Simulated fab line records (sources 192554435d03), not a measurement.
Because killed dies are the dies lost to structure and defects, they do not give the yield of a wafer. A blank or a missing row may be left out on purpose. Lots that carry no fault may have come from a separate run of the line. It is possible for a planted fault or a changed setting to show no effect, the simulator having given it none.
fab line records	flow n5Finfet
[record] lots = 24	wafers = 72	lastDay = 18
route steps=1938 shown BEOL_M1@838 BEOL_M2@842
lots untouched by any fault: they come from a run of this same line in which no faults occurred
startH: hours from the record's first day to the start of the lot's first wafer shown	waitH: time in hours since the lot's previous step	" the same as in the row above	L1.1+2: several wafers, shown together as one row	- either no value or no given start	* or withheld: withheld	< > ~ a bound
route shown NAME@n: names a module that has steps shown in the file, with the first one's number in the route	usual: average and standard deviation across the fault-free wafers	same: alike in all rows	chamber/n: place in a boat	sites: per-site readings	_std_site: the values' standard deviation	_edge_site: the outer-site mean with the inner-site mean subtracted	radiusMm: for every site, how far away it sits from the centre of the wafer	mask NAME#n: copy n	behind: the last tool/chamber to shape the wafer	hold: the reason the lot was held/the length of the hold in hours/how it ended	device: whichever transistor did not switch (one of n, p or np)	end of line: tests of these same wafers at the route's end	a step with no rows: only its recipe	killed: at the first sort, the dies lost to defects and structure; wafer yield is something else	map: dies across one wafer; x = killed, . = not, _ = none there
set.NAME: the setting the step ran with; set.NAME@STEP: the setting that earlier step ran with	model.NAME: the simulator's own value behind a step, which no gauge read
the route's steps for a sample of lots (tables are steps, rows are wafers)
services: the hour from which a tool's chamber was out of use, counted from the record's first day as startH (under 0 if before that day), plus the number of hours and why
[[steps]]
[step N5_BEOL_M1_DEP_57]
[recipe] material = SiCN	targetThkA = 80	tempC = withheld	precursor = 3MS/NH3	pressureTorr = 3	rfW = 202	timeS = 14
[usual] showerheadPlenumPTorr = 3.667/0.0096	throttleValvePct = 9.1/0.59
lot.wafer	tool	chamber	startH	waitH	showerheadPlenumPTorr	throttleValvePct
L074.3	pecvd-04	0	129.29	0.0	3.654	10.7
L074.5	"	1	"	"	3.669	8.2
L074.6	"	0	"	"	3.654	10.4
L075.2	pecvd-03	0	131.97	0.0	3.684	9.4
L075.4	"	0	"	"	3.672	9.0
L075.6	"	1	"	"	3.661	8.8
L076.1	pecvd-02	1	137.96	0.0	3.659	8.7
L076.4	"	1	"	"	3.659	8.8
L076.5	"	0	"	"	3.669	9.2
L077.1	pecvd-02	0	148.61	0.0	3.672	9.7
L077.4	"	2	"	"	3.687	9.0
L077.6	"	1	"	"	3.657	8.7
L078.1	pecvd-03	0	154.51	0.0	3.672	9.1
L078.5	"	0	"	"	3.676	9.2
L078.6	"	2	"	"	3.681	9.0
L079.1	pecvd-03	0	157.69	0.0	3.672	9.1
L079.2	"	1	"	"	3.663	8.7
L079.3	"	2	"	"	3.666	9.1
L080.1	pecvd-04	1	174.09	0.0	3.680	8.5
L080.3	"	2	"	"	3.654	8.7
L080.6	"	1	"	"	3.675	8.6
L081.1	pecvd-02	2	177.52	0.0	3.665	9.3
L081.2	"	1	"	"	3.660	8.9
L081.5	"	2	"	"	3.676	9.0
L082.3	pecvd-02	1	178.76	0.0	3.649	8.9
L082.4	"	2	"	"	3.681	9.0
L082.6	"	0	"	"	3.674	9.0
L083.2	pecvd-02	2	183.16	0.0	3.670	9.1
L083.4	"	2	"	"	3.677	8.9
L083.6	"	1	"	"	3.664	8.7
L084.2	pecvd-02	1	183.81	0.0	3.657	8.9
L084.3	"	0	"	"	3.682	9.2
L084.4	"	1	"	"	3.659	8.8
L086.2	pecvd-04	1	202.97	0.0	3.665	8.4
L086.3	"	0	"	"	3.665	10.2
L086.5	"	0	"	"	3.654	10.5
L085.1	pecvd-04	2	208.70	0.0	3.659	8.4
L085.2	"	0	"	"	3.654	10.4
L085.5	"	2	"	"	3.658	8.5
L087.1	pecvd-04	0	209.63	0.0	3.653	10.3
L087.4	"	2	"	"	3.664	8.6
L087.5	"	2	"	"	3.662	8.5
L088.2	pecvd-03	2	214.57	0.0	3.670	9.0
L088.4	"	2	"	"	3.674	9.0
L088.5	"	1	"	"	3.669	8.7
L089.1	pecvd-03	1	220.35	0.0	3.668	8.3
L089.5	"	0	"	"	3.672	9.2
L089.6	"	2	"	"	3.669	9.3
L090.3	pecvd-04	1	226.37	0.0	3.671	8.7
L090.4	"	0	"	"	3.648	10.3
L090.6	"	2	"	"	3.651	8.5
L091.1	pecvd-02	2	235.13	0.0	3.676	8.1
L091.5	"	0	"	"	3.684	9.4
L091.6	"	2	"	"	3.668	8.2
L093.1	pecvd-03	2	240.85	0.0	3.671	9.1
L093.4	"	0	"	"	3.682	9.2
L093.6	"	1	"	"	3.667	8.6
L092.1	pecvd-03	0	241.12	0.0	3.676	9.5
L092.3	"	2	"	"	3.667	8.8
L092.4	"	2	"	"	3.672	9.1
L094.2	pecvd-03	0	251.57	0.0	3.669	9.5
L094.4	"	1	"	"	3.668	8.9
L094.5	"	2	"	"	3.667	9.0
L095.3	pecvd-04	2	262.45	0.0	3.662	8.7
L095.5	"	2	"	"	3.654	8.6
L095.6	"	1	"	"	3.667	8.5
L096.1	pecvd-03	2	266.52	0.0	3.669	9.1
L096.4	"	1	"	"	3.662	8.6
L096.5	"	2	"	"	3.656	9.0
L097.1	pecvd-04	0	278.08	0.0	3.651	10.2
L097.5	"	2	"	"	3.664	8.9
L097.6	"	1	"	"	3.672	8.4
[step N5_BEOL_M2_THK_MEAS_01]
[recipe] reads = SiOC_of_BEOL_M2_ILD_DEP_00
[usual] M2_ILD_THK = 79.1/1
lot.wafer	tool	chamber	startH	waitH	M2_ILD_THK[nm]
L074.3	filmMetro-02	-	129.49	0.1	76.8
L074.5	"	-	"	"	77.7
L074.6	"	-	"	"	78.7
L075.2	filmMetro-02	-	132.17	0.1	79.6
L075.4	"	-	"	"	80.4
L075.6	"	-	"	"	80.1
L076.1	filmMetro-02	-	138.16	0.0	78.2
L076.4	"	-	"	"	79.0
L076.5	"	-	"	"	80.1
L077.1	filmMetro-02	-	148.81	0.0	80.2
L077.4	"	-	"	"	80.8
L077.6	"	-	"	"	81.6
L078.1	filmMetro-01	-	154.71	0.0	79.8
L078.5	"	-	"	"	80.0
L078.6	"	-	"	"	80.1
L079.1	filmMetro-02	-	157.89	0.0	78.5
L079.2	"	-	"	"	78.3
L079.3	"	-	"	"	77.9
L080.1	filmMetro-01	-	174.29	0.0	79.1
L080.3	"	-	"	"	79.0
L080.6	"	-	"	"	80.7
L081.1	filmMetro-02	-	177.72	0.0	78.9
L081.2	"	-	"	"	79.5
L081.5	"	-	"	"	80.1
L082.3	filmMetro-02	-	178.96	0.1	78.2
L082.4	"	-	"	"	80.4
L082.6	"	-	"	"	79.7
L083.2	filmMetro-01	-	183.36	0.1	79.2
L083.4	"	-	"	"	79.6
L083.6	"	-	"	"	79.0
L084.2	filmMetro-02	-	184.01	0.1	77.0
L084.3	"	-	"	"	78.5
L084.4	"	-	"	"	79.5
L086.2	filmMetro-01	-	203.18	0.1	76.2
L086.3	"	-	"	"	79.3
L086.5	"	-	"	"	78.1
L085.1	filmMetro-01	-	208.94	0.1	77.8
L085.2	"	-	"	"	78.4
L085.5	"	-	"	"	80.0
L087.1	filmMetro-01	-	209.86	0.1	79.4
L087.4	"	-	"	"	80.8
L087.5	"	-	"	"	80.3
L088.2	filmMetro-02	-	214.78	0.1	79.1
L088.4	"	-	"	"	80.3
L088.5	"	-	"	"	79.9
L089.1	filmMetro-01	-	220.56	0.1	78.1
L089.5	"	-	"	"	79.6
L089.6	"	-	"	"	78.8
L090.3	filmMetro-01	-	226.59	0.1	80.3
L090.4	"	-	"	"	78.6
L090.6	"	-	"	"	79.0
L091.1	filmMetro-02	-	235.32	0.0	78.4
L091.5	"	-	"	"	78.4
L091.6	"	-	"	"	79.4
L093.1	filmMetro-01	-	241.07	0.0	78.7
L093.4	"	-	"	"	77.7
L093.6	"	-	"	"	79.3
L092.1	filmMetro-01	-	241.32	0.0	78.6
L092.3	"	-	"	"	79.1
L092.4	"	-	"	"	78.0
L094.2	filmMetro-02	-	251.77	0.1	79.9
L094.4	"	-	"	"	79.3
L094.5	"	-	"	"	79.6
L095.3	filmMetro-02	-	262.65	0.1	79.3
L095.5	"	-	"	"	80.6
L095.6	"	-	"	"	79.8
L096.1	filmMetro-02	-	266.72	0.0	78.0
L096.4	"	-	"	"	80.1
L096.5	"	-	"	"	79.6
L097.1	filmMetro-02	-	278.29	0.1	77.7
L097.5	"	-	"	"	78.5
L097.6	"	-	"	"	79.1
[step N5_BEOL_M2_PECVD_72]
[recipe] material = SiO2	targetThkA = 160	tempC = 400	precursor = TEOS/O2	pressureTorr = 5.5	rfW = 450	teosFlowSccm = 53.8	gas = O2	flowSccm = 3000	timeS = 18
[usual] heaterPowerW = 719/120	showerheadPlenumPTorr = 8.75/0.058	susceptorTempC = 400.00/0.21	throttleValvePct = 22.4/1.4
lot.wafer	tool	chamber	startH	waitH	heaterPowerW	showerheadPlenumPTorr	susceptorTempC	throttleValvePct
L074.3	pecvd-04	0	129.53	0.0	740	8.73	399.77	25.5
L074.5	"	2	"	"	726	8.75	400.17	20.8
L074.6	"	0	"	"	714	8.73	400.04	25.6
L075.2	pecvd-01	0	132.21	0.0	720	8.73	400.02	21.7
L075.4	"	1	"	"	853	8.67	400.20	22.7
L075.6	"	2	"	"	1006	8.70	400.17	22.6
L076.1	pecvd-01	0	138.20	0.0	597	8.71	399.82	21.8
L076.4	"	2	"	"	968	8.70	399.72	22.5
L076.5	"	0	"	"	594	8.71	399.78	21.7
L077.1	pecvd-02	2	148.85	0.0	559	8.85	400.03	22.1
L077.4	"	1	"	"	642	8.78	399.89	22.4
L077.6	"	0	"	"	605	8.84	400.19	22.8
L078.1	pecvd-04	1	154.75	0.0	598	8.81	400.22	20.8
L078.5	"	1	"	"	604	8.81	400.16	21.4
L078.6	"	0	"	"	745	8.73	400.11	25.6
L079.1	pecvd-01	2	157.93	0.0	932	8.72	399.92	22.7
L079.2	"	0	"	"	676	8.72	400.01	21.5
L079.3	"	1	"	"	708	8.67	400.00	22.7
L080.1	pecvd-02	0	174.32	0.0	639	8.84	399.90	23.0
L080.3	"	1	"	"	670	8.74	399.72	22.3
L080.6	"	1	"	"	662	8.75	399.83	22.4
L081.1	pecvd-04	0	177.76	0.0	737	8.74	399.84	25.5
L081.2	"	2	"	"	731	8.75	399.73	20.9
L081.5	"	1	"	"	642	8.80	399.86	21.0
L082.3	pecvd-04	0	179.00	0.0	695	8.72	400.38	25.8
L082.4	"	1	"	"	673	8.78	399.99	20.7
L082.6	"	0	"	"	700	8.72	400.14	26.0
L083.2	pecvd-02	2	183.40	0.0	503	8.84	400.03	22.0
L083.4	"	1	"	"	575	8.76	400.05	22.2
L083.6	"	2	"	"	499	8.86	400.11	22.4
L084.2	pecvd-04	2	184.04	0.0	717	8.75	400.31	21.2
L084.3	"	1	"	"	648	8.81	400.05	21.1
L084.4	"	2	"	"	734	8.75	400.38	21.3
L086.2	pecvd-01	0	203.22	0.0	671	8.72	399.82	21.5
L086.3	"	0	"	"	696	8.71	399.67	21.7
L086.5	"	0	"	"	688	8.70	400.07	21.5
L085.1	pecvd-02	0	208.97	0.0	688	8.83	400.32	23.2
L085.2	"	1	"	"	671	8.75	400.14	22.0
L085.5	"	0	"	"	705	8.85	400.12	23.1
L087.1	pecvd-04	2	209.90	0.0	772	8.74	399.87	21.0
L087.4	"	2	"	"	756	8.78	400.09	21.1
L087.5	"	0	"	"	718	8.73	400.28	25.9
L088.2	pecvd-01	1	214.82	0.0	863	8.65	399.94	22.5
L088.4	"	0	"	"	673	8.72	400.30	21.6
L088.5	"	1	"	"	841	8.67	400.08	22.4
L089.1	pecvd-02	0	220.60	0.0	663	8.83	400.16	23.3
L089.5	"	1	"	"	666	8.74	399.83	22.2
L089.6	"	0	"	"	675	8.83	399.74	23.1
L090.3	pecvd-01	0	226.62	0.0	623	8.69	400.14	21.6
L090.4	"	1	"	"	786	8.67	399.81	22.7
L090.6	"	2	"	"	985	8.73	399.73	22.9
L091.1	pecvd-01	0	235.36	0.0	671	8.72	400.34	21.3
L091.5	"	1	"	"	785	8.64	399.63	22.5
L091.6	"	0	"	"	701	8.71	399.89	22.0
L093.1	pecvd-02	0	241.11	0.0	613	8.86	399.60	23.2
L093.4	"	0	"	"	620	8.84	399.75	23.2
L093.6	"	2	"	"	636	8.82	399.70	20.3
L092.1	pecvd-02	1	241.35	0.0	679	8.75	400.23	22.2
L092.3	"	2	"	"	585	8.84	399.76	20.3
L092.4	"	2	"	"	580	8.82	399.77	20.1
L094.2	pecvd-04	0	251.80	0.0	743	8.72	399.97	25.6
L094.4	"	2	"	"	807	8.75	400.00	21.2
L094.5	"	0	"	"	783	8.74	400.17	25.7
L095.3	pecvd-04	2	262.69	0.0	755	8.76	400.24	21.1
L095.5	"	2	"	"	762	8.76	400.22	21.1
L095.6	"	1	"	"	649	8.82	399.88	21.0
L096.1	pecvd-01	2	266.76	0.0	937	8.70	400.21	23.2
L096.4	"	0	"	"	569	8.73	399.82	21.6
L096.5	"	1	"	"	783	8.65	400.20	22.5
L097.1	pecvd-01	1	278.33	0.0	836	8.65	399.71	22.5
L097.5	"	1	"	"	845	8.66	399.98	22.7
L097.6	"	2	"	"	1052	8.74	399.91	22.9
[step N5_BEOL_M2_STRIP_97]
[recipe] chemistry = N2/H2	timeS = 10	powerW = 450	tempC = 40	pressureMtorr = 20	rfFrequencyHz = 6e+07	biasPowerW = 7	n2FlowSccm = 200	h2FlowSccm = 200
[usual] biasPowerW = 6.997/0.019	drypumpMotorCurrentA = 5.6/0.37	n2FlowSccm = 200.0/0.6	oesProductAu = 0.77/0.1	rfVppV = 59.1/0.92	showerheadPlenumPTorr = 2.52/0.099	throttleValvePct = 23.5/0.41
lot.wafer	tool	chamber	startH	waitH	biasPowerW	drypumpMotorCurrentA	n2FlowSccm	oesProductAu	rfHoursCounterH	rfVppV	showerheadPlenumPTorr	throttleValvePct
L074.3	rieDiel-06	2	-	-	6.988	5.4	199.6	0.69	181	59.5	2.44	24.0
L074.5	"	3	"	"	7.004	6.5	200.3	0.88	-	59.2	2.48	23.6
L074.6	"	2	"	"	7.008	5.5	199.5	0.70	-	56.9	2.44	24.0
L075.2	rieDiel-04	1	-	-	7.033	5.2	200.7	0.71	173	57.3	2.43	23.0
L075.4	"	3	"	"	6.996	5.3	199.5	0.91	-	60.7	2.48	22.9
L075.6	"	0	"	"	7.023	5.6	200.1	0.69	-	59.4	2.41	23.8
L076.1	rieDiel-04	1	-	-	6.981	5.2	200.1	0.71	176	58.5	2.43	23.0
L076.4	"	0	"	"	6.983	5.6	200.2	0.69	228	57.2	2.41	23.8
L076.5	"	3	"	"	6.976	5.3	199.1	0.90	-	58.2	2.48	22.9
L077.1	rieDiel-04	3	-	-	6.979	5.3	199.5	0.90	24	58.4	2.48	22.9
L077.4	"	1	"	"	7.022	5.2	200.2	0.71	179	58.4	2.43	23.0
L077.6	"	2	"	"	7.019	5.8	199.1	0.73	-	60.3	2.65	23.9
L078.1	rieDiel-04	2	-	-	6.984	5.7	199.5	0.73	171	60.6	2.65	23.9
L078.5	"	3	"	"	6.957	5.3	200.1	0.90	-	58.8	2.48	22.9
L078.6	"	0	"	"	6.986	5.6	200.0	0.69	-	59.3	2.41	23.8
L079.1	rieDiel-04	3	-	-	7.022	5.3	199.5	0.89	29	59.9	2.48	22.9
L079.2	"	2	"	"	7.000	5.8	199.9	0.73	175	60.7	2.65	23.9
L079.3	"	0	"	"	7.013	5.7	199.9	0.68	236	57.9	2.41	23.8
L080.1	rieDiel-04	0	-	-	6.996	5.7	200.0	0.69	239	57.6	2.40	23.8
L080.3	"	2	"	"	6.996	5.9	200.1	0.72	177	59.4	2.65	23.9
L080.6	"	2	"	"	6.997	5.8	200.2	0.71	-	59.1	2.65	23.9
L081.1	rieDiel-05	2	-	-	6.976	5.1	199.3	0.71	211	58.0	2.63	23.5
L081.2	"	0	"	"	6.954	5.7	200.0	0.68	246	58.7	2.37	23.5
L081.5	"	2	"	"	7.011	5.1	199.4	0.72	-	58.2	2.63	23.5
L082.3	rieDiel-06	1	-	-	6.975	6.0	199.8	0.69	237	60.2	2.50	23.9
L082.4	"	2	"	"	6.994	5.5	199.6	0.68	198	58.9	2.44	24.0
L082.6	"	0	"	"	6.992	6.6	199.7	0.68	-	58.9	2.47	23.7
L083.2	rieDiel-05	0	-	-	6.994	5.7	200.2	0.66	248	58.5	2.37	23.5
L083.4	"	0	"	"	7.032	5.7	199.7	0.67	-	60.2	2.37	23.5
L083.6	"	2	"	"	6.994	5.1	200.6	0.71	-	60.2	2.63	23.5
L084.2	rieDiel-04	0	-	-	7.022	5.6	200.6	0.68	245	59.9	2.40	23.8
L084.3	"	3	"	"	6.974	5.4	199.4	0.88	38	59.4	2.47	22.9
L084.4	"	2	"	"	7.026	5.8	199.6	0.72	182	58.8	2.64	23.9
L086.2	rieDiel-06	2	-	-	6.998	5.4	199.9	0.68	208	57.8	2.43	24.1
L086.3	"	1	"	"	6.980	6.0	199.9	0.68	248	58.2	2.49	23.9
L086.5	"	2	"	"	7.021	5.5	201.0	0.68	-	59.5	2.43	24.0
L085.1	rieDiel-04	3	-	-	6.993	5.3	200.4	0.85	48	58.1	2.47	22.9
L085.2	"	1	"	"	7.015	5.2	200.1	0.70	200	59.6	2.42	23.0
L085.5	"	2	"	"	7.010	5.8	199.8	0.71	-	58.6	2.64	23.9
L087.1	rieDiel-06	2	-	-	7.025	5.4	201.7	0.69	212	60.3	2.43	24.0
L087.4	"	2	"	"	6.992	5.4	200.8	0.69	-	57.0	2.43	24.0
L087.5	"	1	"	"	7.003	6.0	200.6	0.69	-	58.0	2.49	23.9
L088.2	rieDiel-05	1	-	-	7.033	6.1	199.9	0.85	61	58.7	2.50	23.7
L088.4	"	2	"	"	7.029	5.1	200.1	0.69	-	60.4	2.63	23.5
L088.5	"	1	"	"	7.041	6.1	200.6	0.84	-	59.6	2.50	23.7
L089.1	rieDiel-05	0	-	-	6.988	5.7	199.4	0.95	4	60.6	2.69	23.0
L089.5	"	2	"	"	6.986	5.1	200.0	0.70	-	59.0	2.62	23.5
L089.6	"	0	"	"	6.978	5.7	201.2	0.94	-	60.5	2.68	23.0
L090.3	rieDiel-04	2	-	-	6.976	5.8	199.7	0.70	202	59.5	2.63	24.0
L090.4	"	0	"	"	7.012	5.6	200.0	0.96	5	58.7	2.72	23.6
L090.6	"	1	"	"	7.000	5.2	200.8	0.68	-	58.4	2.42	23.0
L091.1	rieDiel-05	3	-	-	6.991	5.6	200.1	0.99	3	60.1	2.51	24.2
L091.5	"	2	"	"	6.981	5.1	200.8	0.69	-	58.9	2.62	23.5
L091.6	"	1	"	"	6.996	6.0	199.4	0.82	-	59.4	2.49	23.7
L093.1	rieDiel-05	2	-	-	6.979	5.1	198.7	0.69	238	59.1	2.62	23.5
L093.4	"	0	"	"	6.960	5.7	199.0	0.91	12	59.6	2.68	23.1
L093.6	"	0	"	"	6.997	5.7	199.1	0.91	-	60.6	2.68	23.0
L092.1	rieDiel-05	3	-	-	6.974	5.6	199.6	0.97	9	59.6	2.51	24.3
L092.3	"	0	"	"	6.988	5.7	199.5	0.92	13	59.9	2.68	23.0
L092.4	"	2	"	"	6.995	5.1	200.8	0.69	239	59.2	2.62	23.5
L094.2	rieDiel-04	2	-	-	7.029	5.8	200.3	0.69	214	58.9	2.63	23.9
L094.4	"	3	"	"	6.990	5.4	199.7	0.83	69	58.9	2.46	23.0
L094.5	"	2	"	"	6.998	5.8	200.5	0.69	-	59.1	2.63	23.9
L095.3	rieDiel-04	3	-	-	7.009	5.3	201.0	0.83	70	58.8	2.46	23.0
L095.5	"	2	"	"	7.013	5.8	199.9	0.69	-	59.1	2.63	24.0
L095.6	"	3	"	"	6.989	5.4	199.0	0.83	-	58.5	2.46	23.0
L096.1	rieDiel-06	1	-	-	6.975	6.0	200.2	0.95	13	58.4	2.48	23.5
L096.4	"	2	"	"	6.992	5.5	199.6	0.67	240	60.1	2.42	24.1
L096.5	"	1	"	"	6.992	6.0	200.8	0.96	-	59.0	2.48	23.5
L097.1	rieDiel-04	3	-	-	7.006	5.3	200.6	0.82	77	57.7	2.46	23.0
L097.5	"	0	"	"	6.991	5.6	200.2	0.91	-	59.9	2.71	23.6
L097.6	"	3	"	"	6.994	5.3	201.2	0.83	-	58.9	2.46	23.0
[step N5_BEOL_M2_CD_MEAS_35]
[recipe] targetCdNm = 18	targetCdYNm = 22.2	polarity = opening
[usual] cdNm = 18.0/0.46
lot.wafer	tool	chamber	startH	waitH	cdNm
L075.2	cdSem-01	-	137.44	0.0	18.5
L075.4	"	-	"	"	18.4
L075.6	"	-	"	"	17.8
L074.3	cdSem-03	-	137.45	0.0	18.4
L074.5	"	-	"	"	17.8
L074.6	"	-	"	"	18.5
L076.1	cdSem-03	-	145.27	0.0	18.0
L076.4	"	-	"	"	18.0
L076.5	"	-	"	"	18.2
L077.1	cdSem-03	-	153.92	0.0	18.6
L077.4	"	-	"	"	18.5
L077.6	"	-	"	"	18.5
L078.1	cdSem-01	-	157.72	0.0	18.5
L078.5	"	-	"	"	18.3
L078.6	"	-	"	"	17.9
L079.1	cdSem-01	-	170.75	0.0	17.6
L079.2	"	-	"	"	17.9
L079.3	"	-	"	"	18.0
L080.1	cdSem-01	-	177.18	0.0	18.1
L080.3	"	-	"	"	18.6
L080.6	"	-	"	"	18.7
L081.1	cdSem-01	-	182.64	0.0	18.5
L081.2	"	-	"	"	17.8
L081.5	"	-	"	"	17.6
L082.3	cdSem-02	-	182.84	0.0	18.0
L082.4	"	-	"	"	18.6
L082.6	"	-	"	"	17.5
L083.2	cdSem-01	-	187.39	0.0	18.4
L083.4	"	-	"	"	18.1
L083.6	"	-	"	"	18.1
L084.2	cdSem-03	-	190.85	0.0	17.4
L084.3	"	-	"	"	17.6
L084.4	"	-	"	"	18.2
L086.2	cdSem-02	-	208.58	0.0	18.2
L086.3	"	-	"	"	17.9
L086.5	"	-	"	"	17.7
L085.1	cdSem-02	-	214.00	0.0	17.6
L085.2	"	-	"	"	18.3
L085.5	"	-	"	"	17.9
L087.1	cdSem-02	-	215.46	0.0	17.6
L087.4	"	-	"	"	18.1
L087.5	"	-	"	"	18.1
L088.2	cdSem-02	-	220.84	0.0	17.6
L088.4	"	-	"	"	17.2
L088.5	"	-	"	"	17.9
L089.1	cdSem-01	-	231.33	0.0	17.5
L089.5	"	-	"	"	17.9
L089.6	"	-	"	"	17.4
L090.3	cdSem-03	-	234.80	0.0	18.4
L090.4	"	-	"	"	17.8
L090.6	"	-	"	"	17.9
L091.1	cdSem-03	-	240.55	0.0	17.3
L091.5	"	-	"	"	18.1
L091.6	"	-	"	"	17.7
L093.1	cdSem-02	-	252.97	0.0	18.5
L093.4	"	-	"	"	17.8
L093.6	"	-	"	"	18.7
L092.1	cdSem-02	-	257.95	0.0	17.7
L092.3	"	-	"	"	17.1
L092.4	"	-	"	"	17.6
L094.2	cdSem-01	-	266.01	0.0	18.1
L094.4	"	-	"	"	17.2
L094.5	"	-	"	"	18.3
L095.3	cdSem-01	-	271.92	0.0	17.5
L095.5	"	-	"	"	18.2
L095.6	"	-	"	"	18.1
L096.1	cdSem-01	-	289.55	0.0	18.2
L096.4	"	-	"	"	19.6
L096.5	"	-	"	"	17.6
L097.1	cdSem-03	-	292.06	0.0	17.9
L097.5	"	-	"	"	18.4
L097.6	"	-	"	"	17.5
[step N5_BEOL_M2_ALD_84]
[recipe] material = TaN	targetThkA = *	tempC = 275	aldPrecursorFamily = PDMAT	aldCoReactant = NH3	pressureTorr = 3	carrierFlowSccm = 1500	pulseTimeS = 2	purgeTimeS = 3	coReactantPurgeTimeS = 2	coReactantPulseTimeS = 3	aldCycles = 30	precursorVesselTempC = 75	precursorVesselPressureTorr = 26.25	precursorVesselCarrierSccm = 1000
[usual] heaterPowerW = 454/45	susceptorTempC = 275.02/0.19
lot.wafer	tool	chamber	startH	waitH	heaterPowerW	susceptorTempC
L075.2	aldMetal-03	2	138.16	0.0	440	275.16
L075.4	"	1	"	"	492	275.30
L075.6	"	1	"	"	498	275.04
L074.3	aldMetal-03	2	138.37	0.2	432	275.19
L074.5	"	3	"	"	489	275.36
L074.6	"	0	"	"	349	275.29
L076.1	aldMetal-03	0	145.78	0.1	342	275.02
L076.4	"	3	"	"	483	275.22
L076.5	"	3	"	"	482	275.46
L077.1	aldMetal-04	3	154.43	0.0	506	275.20
L077.4	"	2	"	"	468	275.00
L077.6	"	2	"	"	490	275.08
L078.1	aldMetal-04	0	157.93	0.1	420	274.96
L078.5	"	0	"	"	408	274.99
L078.6	"	1	"	"	449	275.09
L079.1	aldMetal-01	1	171.10	0.0	412	275.30
L079.2	"	3	"	"	430	274.71
L079.3	"	0	"	"	419	275.14
L080.1	aldMetal-04	1	177.97	0.0	465	274.93
L080.3	"	0	"	"	403	274.74
L080.6	"	2	"	"	500	274.92
L081.1	aldMetal-04	3	182.90	0.0	503	275.05
L081.2	"	1	"	"	453	275.28
L081.5	"	3	"	"	504	274.83
L082.3	aldMetal-01	3	183.40	0.0	421	274.82
L082.4	"	0	"	"	411	275.04
L082.6	"	3	"	"	419	275.03
L083.2	aldMetal-04	0	187.72	0.1	420	275.22
L083.4	"	3	"	"	502	275.15
L083.6	"	1	"	"	452	274.87
L084.2	aldMetal-04	2	191.38	0.1	484	275.16
L084.3	"	1	"	"	457	274.90
L084.4	"	0	"	"	399	274.88
L086.2	aldMetal-04	2	209.14	0.0	494	275.12
L086.3	"	1	"	"	440	275.10
L086.5	"	2	"	"	487	274.75
L085.1	aldMetal-04	1	214.22	0.0	450	275.35
L085.2	"	2	"	"	486	274.93
L085.5	"	3	"	"	494	275.22
L087.1	aldMetal-03	3	215.70	0.0	493	274.95
L087.4	"	2	"	"	427	275.08
L087.5	"	2	"	"	435	275.29
L088.2	aldMetal-01	3	221.40	0.0	429	274.88
L088.4	"	2	"	"	512	274.87
L088.5	"	3	"	"	430	274.72
L089.1	aldMetal-01	3	231.72	0.1	422	274.65
L089.5	"	3	"	"	422	274.77
L089.6	"	0	"	"	404	275.25
L090.3	aldMetal-03	1	235.67	0.2	495	274.96
L090.4	"	3	"	"	486	274.98
L090.6	"	0	"	"	343	275.10
L091.1	aldMetal-01	2	241.11	0.0	511	275.09
L091.5	"	3	"	"	418	275.26
L091.6	"	0	"	"	409	275.29
L093.1	aldMetal-04	3	253.29	0.1	496	274.91
L093.4	"	0	"	"	408	274.81
L093.6	"	3	"	"	490	274.85
L092.1	aldMetal-04	2	258.74	0.0	490	274.80
L092.3	"	3	"	"	510	275.14
L092.4	"	0	"	"	396	274.70
L094.2	aldMetal-04	2	266.42	0.0	480	275.40
L094.4	"	3	"	"	496	275.21
L094.5	"	1	"	"	446	275.15
L095.3	aldMetal-04	0	272.87	0.3	398	274.97
L095.5	"	2	"	"	484	275.01
L095.6	"	1	"	"	448	275.19
L096.1	aldMetal-04	1	289.84	0.0	451	274.78
L096.4	"	0	"	"	414	275.11
L096.5	"	1	"	"	453	274.77
L097.1	aldMetal-01	0	292.41	0.0	412	274.74
L097.5	"	0	"	"	403	275.11
L097.6	"	3	"	"	415	275.16
[[services]]
tool	chamber	startH	hours	kind
rieDiel-06	0	107.86	29.5	repair
rieDiel-05	2	112.56	7.4	repair
aldMetal-01	2	118.96	10.5	repair
aldMetal-04	-	124.50	0.8	repair
pecvd-02	-	128.27	6.0	pm
rieDiel-04	2	130.36	10.1	repair
rieDiel-05	3	134.08	65.0	repair
aldMetal-01	-	161.44	8.7	pm
rieDiel-05	1	183.09	9.7	repair
pecvd-02	-	183.88	14.6	pm
pecvd-01	2	185.92	28.9	repair
aldMetal-03	-	195.59	0.6	repair
aldMetal-04	-	197.69	0.3	repair
aldMetal-03	-	203.08	0.5	repair
rieDiel-05	3	209.61	4.5	repair
rieDiel-05	0	223.81	5.5	repair
aldMetal-04	-	231.06	8.7	pm
aldMetal-04	0	263.19	7.0	repair
rieDiel-04	-	266.81	2.4	repair
rieDiel-06	-	267.21	0.6	repair
pecvd-02	-	271.91	2.8	pm
rieDiel-06	-	275.37	4.3	pm
pecvd-03	-	275.45	6.0	pm
pecvd-01	-	283.28	4.3	pm
[[key]]
fault none
